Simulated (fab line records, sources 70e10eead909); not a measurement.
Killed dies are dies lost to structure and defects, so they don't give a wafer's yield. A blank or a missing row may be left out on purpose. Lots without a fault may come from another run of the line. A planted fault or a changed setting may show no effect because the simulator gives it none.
fab line records | flow nand_harc
record lots=12 wafers=36 last_day=33
route steps=1302 shown P_GATE@124 P_CONTACT@217
lots that met no fault: from a run of the same line without faults
start_h: hours from the record's first day to the start of the lot's first wafer shown | wait_h: hours since the lot's step before | " the same as in the row above | L1.1+2: a row that stands for several wafers | - no value, or no start given | * or withheld: withheld | < > ~ a bound
route shown NAME@n: a module of which the file shows steps, and the number in the route of the first | usual: mean/standard deviation of fault-free wafers | same: alike in all rows | chamber/n: place in a boat | sites: the reading at each site | _std_site: their standard deviation | _edge_site: outer sites' mean less inner sites' | radius_mm: how far each site lies from the wafer's centre | mask NAME#n: copy n | behind: the tool/chamber that last shaped the wafer | hold: why the lot was held/for how many hours/how that ended | device: the transistor (n, p or np) that didn't switch | end of line: the same wafers' tests at the end of the route | a step without rows: its recipe alone | killed: dies lost to structure and defects at the first sort, not the wafer's yield | map: a wafer's dies, x killed, . not, _ none there
set.NAME: the setting as run; set.NAME@STEP: as run at that earlier step | model.NAME: the simulator's own value behind a step, which no gauge read
steps of the route over a sample of lots; a table a step, a row a wafer
services: from which hour (start_h, from the record's first day; less than 0 if before it) a tool's chamber was out of use, for how many hours, and why
## steps
# step NHARC_P_GATE_DESCUM_13
# recipe time_s=3 o2_flow_sccm=200 ar_flow_sccm=0 bias_power_w=0 chemistry=O2
# usual drypump_motor_current_A=5.8/0.49 oes_product_au=1.005/0.015 rf_vpp_V=58.0/0.88 showerhead_plenum_p_Torr=1.93/0.093 throttle_valve_pct=11.310/0.0098
# columns lot.wafer tool chamber start_h wait_h drypump_motor_current_A oes_product_au rf_hours_counter_h rf_vpp_V showerhead_plenum_p_Torr throttle_valve_pct
L174.3 rie_diel-07 0 81.75 - 6.5 0.982 7 58.5 1.86 11.320
L174.5 " 2 " " 5.7 1.006 - 57.4 1.78 11.326
L174.6 " 3 " " 5.6 0.982 - 57.2 1.87 11.307
L175.1 rie_diel-13 2 93.02 - 6.5 1.012 6 58.4 2.01 11.319
L175.6 " 1 " " 4.9 1.013 - 59.5 2.04 11.317
L175.5 " 2 " " 6.5 1.012 - 60.2 2.01 11.301
L176.3 rie_diel-07 3 102.01 - 5.6 0.972 8 57.9 1.87 11.302
L176.1 " 0 " " 6.5 0.989 8 57.6 1.86 11.300
L176.6 " 0 " " 6.5 0.988 - 58.2 1.86 11.291
L177.2 rie_diel-07 2 115.23 - 5.6 0.998 9 57.1 1.78 11.307
L177.4 " 1 " " 5.0 0.994 8 57.7 2.02 11.321
L177.6 " 3 " " 5.7 0.981 - 57.9 1.87 11.300
L181.4 rie_diel-13 3 156.08 - 6.3 1.011 11 58.1 1.86 11.308
L181.6 " 1 " " 4.9 0.994 - 58.7 2.04 11.293
L181.5 " 2 " " 6.5 1.019 - 58.9 2.01 11.317
L191.1 rie_diel-01 3 259.04 - 5.9 1.016 1 57.4 1.80 11.304
L191.3 " 0 " " 6.2 1.006 2 57.4 2.02 11.300
L191.2 " 2 " " 5.9 0.992 1 58.9 1.86 11.300
L190.1 rie_diel-01 1 259.21 - 5.2 1.018 2 56.8 2.05 11.313
L190.2 " 2 " " 5.9 0.992 1 58.0 1.86 11.309
L190.5 " 1 " " 5.2 1.016 - 58.9 2.05 11.314
L192.2 rie_diel-07 2 271.54 - 5.7 1.007 5 57.5 1.78 11.320
L192.4 " 3 " " 5.7 0.967 6 58.2 1.87 11.312
L192.6 " 2 " " 5.7 1.012 - 58.7 1.78 11.299
L193.1 rie_diel-13 1 271.72 - 5.0 1.021 9 58.9 2.03 11.311
L193.3 " 3 " " 6.2 1.029 8 58.3 1.86 11.285
L193.5 " 1 " " 4.9 1.014 - 58.1 2.03 11.302
L195.3 rie_diel-01 3 291.54 - 5.9 1.010 3 57.3 1.80 11.292
L195.2 " 2 " " 5.9 1.001 3 58.2 1.86 11.295
L195.6 " 3 " " 5.9 1.006 - 58.0 1.80 11.314
L197.4 rie_diel-13 2 304.94 - 6.5 1.025 6 57.9 2.01 11.300
L197.6 " 0 " " 5.7 1.010 - 58.5 1.90 11.305
L197.5 " 1 " " 5.0 1.013 - 56.9 2.03 11.325
L196.4 rie_diel-01 0 305.09 - 6.2 0.996 3 57.6 2.02 11.307
L196.2 " 1 " " 5.2 1.017 3 58.6 2.05 11.298
L196.1 " 2 " " 5.9 0.990 3 58.1 1.86 11.306
# step NHARC_P_GATE_HM_OPEN_105
# recipe target_depth_a=3600 o2_flow_sccm=400 cos_flow_sccm=20 ar_flow_sccm=0 rf_w=500 bias_w=300 chemistry=O2/COS
# usual cos_flow_sccm=20.01/0.064 drypump_motor_current_A=5.8/0.46 oes_product_au=1.006/0.015 rf_vpp_V=467/3.2 showerhead_plenum_p_Torr=3.13/0.15 throttle_valve_pct=28.330/0.009
# columns lot.wafer tool chamber start_h wait_h cos_flow_sccm drypump_motor_current_A oes_product_au rf_hours_counter_h rf_vpp_V showerhead_plenum_p_Torr throttle_valve_pct
L174.3 rie_diel-01 3 - - 20.09 5.9 1.050 3 463 2.95 28.346
L174.5 " 1 " " 19.98 5.3 1.008 - 471 3.34 28.328
L174.6 " 3 " " 20.07 5.9 1.039 - 462 2.95 28.329
L175.1 rie_diel-13 2 - - 19.98 6.6 1.019 8 470 3.28 28.331
L175.5 " 3 " " 19.93 6.3 1.027 - 467 3.04 28.335
L175.6 " 0 " " 19.98 5.7 1.003 - 466 3.11 28.327
L176.1 rie_diel-07 0 - - 19.98 6.5 0.990 8 465 3.05 28.328
L176.3 " 2 " " 20.04 5.7 1.007 9 462 2.92 28.342
L176.6 " 0 " " 20.01 6.5 0.980 - 465 3.05 28.324
L177.4 rie_diel-07 3 - - 20.03 5.7 0.990 0 466 3.06 28.335
L177.2 " 1 " " 20.11 5.0 0.987 0 471 3.28 28.336
L177.6 " 3 " " 20.02 5.7 0.986 - 465 3.06 28.329
L181.4 rie_diel-01 3 - - 19.95 5.9 1.028 10 463 2.95 28.331
L181.5 " 3 " " 19.92 5.9 1.030 - 464 2.95 28.331
L181.6 " 0 " " 19.99 6.2 1.007 - 470 3.28 28.336
L191.1 rie_diel-01 0 - - 20.10 6.2 1.016 2 470 3.28 28.324
L191.3 " 2 " " 20.07 5.9 1.001 2 466 3.04 28.350
L191.2 " 3 " " 20.09 5.9 1.009 2 463 2.95 28.343
L190.2 rie_diel-13 2 - - 20.06 6.5 1.020 4 471 3.27 28.343
L190.1 " 0 " " 19.97 5.7 1.011 8 467 3.11 28.322
L190.5 " 2 " " 20.02 6.6 1.018 - 470 3.27 28.341
L193.1 rie_diel-13 0 - - 19.98 5.7 1.015 9 468 3.11 28.320
L193.3 " 1 " " 19.96 5.0 1.014 10 469 3.31 28.340
L193.5 " 1 " " 19.92 4.9 1.009 - 472 3.31 28.323
L192.4 rie_diel-01 2 - - 20.04 5.8 0.992 3 467 3.04 28.329
L192.2 " 0 " " 20.03 6.2 1.000 3 472 3.28 28.321
L192.6 " 3 " " 20.10 5.9 1.004 - 465 2.95 28.319
L195.2 rie_diel-07 0 - - 20.03 6.5 0.990 1 464 3.04 28.320
L195.3 " 2 " " 20.03 5.6 1.009 1 463 2.92 28.337
L195.6 " 3 " " 20.06 5.7 0.976 - 466 3.06 28.332
L196.2 rie_diel-01 3 - - 19.98 5.9 1.000 4 464 2.95 28.327
L196.1 " 1 " " 20.00 5.3 1.020 4 473 3.34 28.325
L196.4 " 2 " " 20.11 5.9 1.001 4 466 3.04 28.327
L197.4 rie_diel-01 1 - - 19.89 5.2 1.006 4 470 3.34 28.328
L197.6 " 2 " " 20.03 5.9 0.996 - 466 3.04 28.314
L197.5 " 3 " " 20.08 5.9 1.012 - 463 2.95 28.326
# step NHARC_P_GATE_EXPOSE_88
# recipe na=0.6 target_cd_nm=2000 dose_mj=11.87 mask_id=P_HVN
# columns lot.wafer tool chamber start_h wait_h mask
L174.3+5+6 krf_scanner-02 0 111.47 - P_HVN#0
L175.1+5+6 krf_scanner-02 0 122.32 - P_HVN#0
L176.1+3+6 krf_scanner-04 0 131.57 - P_HVN#0
L177.2+4+6 krf_scanner-04 0 147.57 - P_HVN#0
L181.4+5+6 krf_scanner-02 0 185.18 - P_HVN_R1#0
L191.1+2+3 krf_scanner-03 0 287.84 - P_HVN#0
L190.1+2+5 krf_scanner-04 0 288.59 - P_HVN#0
L193.1+3+5 krf_scanner-04 0 300.77 - P_HVN#0
L192.2+4+6 krf_scanner-03 0 301.73 - P_HVN#0
L195.2+3+6 krf_scanner-04 0 328.61 - P_HVN#0
L196.1+2+4 krf_scanner-04 0 333.85 - P_HVN#0
L197.4+5+6 krf_scanner-04 0 334.73 - P_HVN#0
# step NHARC_P_GATE_CD_MEAS_91
# recipe target_cd_nm=2000 landing_energy_ev=500
# usual cd_nm=1999/3
# same landing_energy_ev=500
# columns lot.wafer tool chamber start_h wait_h cd_nm
L174.3 cd_sem-03 0 111.62 - 2000
L174.5 " 0 " " 1999
L174.6 " 0 " " 2001
L175.1 cd_sem-01 0 122.48 - 1998
L175.5 " 0 " " 2002
L175.6 " 0 " " 1999
L176.1 cd_sem-01 0 131.72 - 2002
L176.3 " 0 " " 1997
L176.6 " 0 " " 1999
L177.2 cd_sem-03 0 147.72 - 1998
L177.4 " 0 " " 1996
L177.6 " 0 " " 1999
L181.4 cd_sem-01 0 185.33 - 2024
L181.5 " 0 " " 2022
L181.6 " 0 " " 2021
L191.1 cd_sem-02 0 288.00 - 2002
L191.2 " 0 " " 2003
L191.3 " 0 " " 2001
L190.1 cd_sem-03 0 288.74 - 1996
L190.2 " 0 " " 2002
L190.5 " 0 " " 1993
L193.1 cd_sem-03 0 300.93 - 2004
L193.3 " 0 " " 2005
L193.5 " 0 " " 2001
L192.2 cd_sem-03 0 301.88 - 1995
L192.4 " 0 " " 1999
L192.6 " 0 " " 2002
L195.2 cd_sem-02 0 328.76 - 2002
L195.3 " 0 " " 2004
L195.6 " 0 " " 2004
L196.1 cd_sem-02 0 334.01 - 2003
L196.2 " 0 " " 1998
L196.4 " 0 " " 1996
L197.4 cd_sem-02 0 334.88 - 1996
L197.5 " 0 " " 2002
L197.6 " 0 " " 2001
# step NHARC_P_CONTACT_DEP_30
# recipe target_thk_a=300 temp_c=400 target_thk_nm=30 flow_sccm=200 rf_w=450 material=SiNx
# usual heater_power_w=697/88
# columns lot.wafer tool chamber start_h wait_h heater_power_w
L174.3 pecvd-02 1 114.79 0.1 735
L174.5 " 0 " " 534
L174.6 " 2 " " 772
L175.1 pecvd-01 2 125.67 0.1 679
L175.6 " 1 " " 741
L175.5 " 0 " " 809
L176.3 pecvd-02 1 134.86 0.1 626
L176.1 " 2 " " 754
L176.6 " 1 " " 635
L177.2 pecvd-02 1 150.87 0.1 716
L177.4 " 2 " " 795
L177.6 " 0 " " 585
L181.5 pecvd-04 0 188.58 0.2 675
L181.6 " 1 " " 657
L181.4 " 2 " " 694
L191.3 pecvd-04 1 291.15 0.1 562
L191.2 " 2 " " 717
L191.1 " 0 " " 720
L190.2 pecvd-02 1 291.88 0.1 758
L190.1 " 2 " " 764
L190.5 " 2 " " 763
L193.3 pecvd-04 0 304.13 0.1 622
L193.1 " 2 " " 675
L193.5 " 2 " " 663
L192.2 pecvd-04 2 305.08 0.1 709
L192.6 " 0 " " 695
L192.4 " 2 " " 731
L195.2 pecvd-01 1 331.95 0.1 777
L195.3 " 2 " " 731
L195.6 " 0 " " 761
L196.1 pecvd-01 0 337.17 0.1 789
L196.2 " 2 " " 699
L196.4 " 0 " " 780
L197.6 pecvd-04 1 338.23 0.2 616
L197.4 " 2 " " 733
L197.5 " 0 " " 747
## services
# columns tool chamber start_h hours kind
pecvd-04 - 88.12 13.0 pm
rie_diel-01 0 90.23 7.8 repair
krf_scanner-04 - 91.74 1.0 repair
pecvd-04 - 103.33 0.9 repair
rie_diel-07 - 117.20 9.0 pm
rie_diel-13 1 120.04 4.3 repair
rie_diel-13 0 125.28 4.0 repair
rie_diel-13 0 134.27 2.6 repair
rie_diel-13 - 165.00 9.0 pm
krf_scanner-04 - 182.35 4.0 pm
rie_diel-01 0 185.15 2.8 repair
rie_diel-07 0 189.96 4.2 repair
rie_diel-01 - 203.80 9.0 pm
krf_scanner-04 - 208.95 0.2 repair
rie_diel-13 2 220.15 34.9 repair
rie_diel-13 3 236.14 2.6 repair
rie_diel-07 - 239.29 0.7 repair
pecvd-04 - 269.37 13.0 pm
rie_diel-07 1 285.15 4.3 repair
rie_diel-13 2 290.62 6.3 repair
rie_diel-07 - 294.21 9.0 pm
rie_diel-01 2 294.55 8.8 repair
rie_diel-13 3 305.49 14.4 repair
rie_diel-01 - 307.05 0.8 repair
## key
first_sign step=NHARC_P_GATE_EXPOSE_88 reading=mask direction=changed
effect step=NHARC_P_GATE_CD_MEAS_91 reading=cd_nm direction=up sigmas=7.7 usual=1999 struck=2023
met_at NHARC_P_GATE_EXPOSE_88
struck_lots L181
tester_left_out L181
not_acting_at NHARC_P_GATE_DESCUM_13,NHARC_P_GATE_HM_OPEN_105,NHARC_P_CONTACT_DEP_30
onset_between 122.32 185.18
fault kind=wrong_mask tool=any chamber=- onset_h=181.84 steps=NHARC_P_GATE_EXPOSE_88 aux_copy=P_HVN_R1#0 cd_offset_nm=25.649 scope=struck_lots_only
# tester_left_out: of these lots the tester's yield and bins aren't shown, on N5 and GAA mostly nor the transistor test; their killed dies are dies lost to structure and defects alone, not to doping, threshold or leakage, so they don't give the yield
